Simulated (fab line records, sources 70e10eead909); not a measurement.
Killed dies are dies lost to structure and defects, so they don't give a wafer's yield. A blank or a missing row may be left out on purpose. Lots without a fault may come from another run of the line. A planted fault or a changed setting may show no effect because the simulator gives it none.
Which tool did it? | flow nand_harc | 14 lots, 42 wafers sampled, at 1 step of a route of 1302

WHAT THE GAUGES READ, wafer by wafer
NHARC_A_CHANNEL_HOLE_D2_INSPECT_12.
lot  | measured     | on                | raw_defect_count
L875 | day 13 08:39 | defect_inspect-02 | 11 11 16
L874 | day 13 08:58 | defect_inspect-01 | 47 50 58
L877 | day 14 05:41 | defect_inspect-02 | 51 50 60
L876 | day 14 06:02 | defect_inspect-02 | 64 58 46
L879 | day 15 01:32 | defect_inspect-02 | 4 7 7
L878 | day 15 02:16 | defect_inspect-02 | 45 47 56
L880 | day 16 02:46 | defect_inspect-01 | 4 7 6
L881 | day 16 09:18 | defect_inspect-01 | 52 66 45
L882 | day 17 04:55 | defect_inspect-01 | 70 44 49
L884 | day 17 11:00 | defect_inspect-01 | 63 47 66
L890 | day 20 01:41 | defect_inspect-01 | 70 57 62
L893 | day 21 06:53 | defect_inspect-02 | 26 16 13
L896 | day 22 12:21 | defect_inspect-02 | 22 18 16
L895 | day 22 13:22 | defect_inspect-01 | 7 3 3

WHICH TOOL RAN EACH LOT (tool, then ch and the chambers of the sampled wafers, then the start)
The record holds no process step before these readings.

WHAT THE TOOLS THEMSELVES READ (means of the sampled wafers that have a number; where no wafer has one, the mark that the record gives instead)
The record holds no such reading with a usual standard deviation.

THE ANSWER, worked out from the rows above alone
Rule: what is usual is taken from the lots themselves. Put in order of their means at a reading, lots are off if they are a third of the lots or fewer, leave a main group of 4 or more, and stand apart from it by a gap of 3 or more times the standard deviation of the main group's means; of several such gaps the widest counts. A main group whose means are all the same, to the digits that the tables above print for the reading, isn't used. A lot without any number at a reading at which 4 lots or more have one is off too. The other lots that the step has rows for count as sound. The gauges are gone through in route order, then the tools' own readings, and for those a lot's mean is taken as printed above. The first step at which some lot is off is used, and at that step the reading that is off furthest; a lot without a number counts as furthest.
No lot is off at any reading shown: from this, nothing can be told.

WHAT THE SIMULATOR HAD PUT IN
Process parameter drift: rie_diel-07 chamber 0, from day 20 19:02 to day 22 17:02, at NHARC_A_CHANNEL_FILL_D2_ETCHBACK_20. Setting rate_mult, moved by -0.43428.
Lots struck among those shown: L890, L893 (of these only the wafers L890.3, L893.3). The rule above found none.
